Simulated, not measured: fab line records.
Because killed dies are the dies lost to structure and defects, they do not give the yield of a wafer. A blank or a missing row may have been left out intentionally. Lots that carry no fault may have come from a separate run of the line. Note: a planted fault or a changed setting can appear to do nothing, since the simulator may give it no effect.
Chamber matching | flow n5 finfet | N5_GATE_CUT_SAC_CAP_01 on ald sin-02: 4 sister chambers
The step material SiNx, target thk 24 nm, pulse time 1 s, ald cycles 480. 4 wafers are shown with their chamber, then 9 later ones without.

WAFERS PAIRED WITH THEIR CHAMBERS
wafer  | chamber | heater power w (W)
L084.6 | 3       | 863
L089.1 | 0       | 747
L089.5 | 1       | 756
L089.6 | 2       | 878

WAFERS WITH NO CHAMBER GIVEN
wafer  | heater power w (W)
L091.1 | 758
L091.2 | 743
L091.4 | 878
L092.1 | 725
L092.2 | 850
L092.3 | 759
L094.3 | 739
L094.4 | 859
L094.6 | 729

EACH ONE'S CHAMBER
wafer  | from the rows above     | in truth
L091.1 | can't be placed: 1 or 0 | 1
L091.2 | can't be placed: 0 or 1 | 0
L091.4 | can't be placed: 2 or 3 | 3
L092.1 | can't be placed: 0 or 1 | 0
L092.2 | can't be placed: 3 or 2 | 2
L092.3 | can't be placed: 1 or 0 | 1
L094.3 | can't be placed: 0 or 1 | 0
L094.4 | can't be placed: 3 or 2 | 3
L094.6 | can't be placed: 0 or 1 | 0
Correct placement for 0 of the 9. Unplaceable from these rows: 9, with the true chamber sitting among the candidates in 9. 0 placed wrongly.
How it was worked out, from the rows above alone: a wafer's distance from a chamber is the root of the sum, over the readings, of the square of ((its reading less the chamber's mean) divided by the reading's scatter). The wafer belongs to the nearest chamber; if the next one is less than 2 further off, it can't be placed. The mean given for a chamber averages the wafers shown for that chamber. The scatter: root of mean squared gap, hidden wafer to nearest shown wafer, with one shown wafer a chamber.
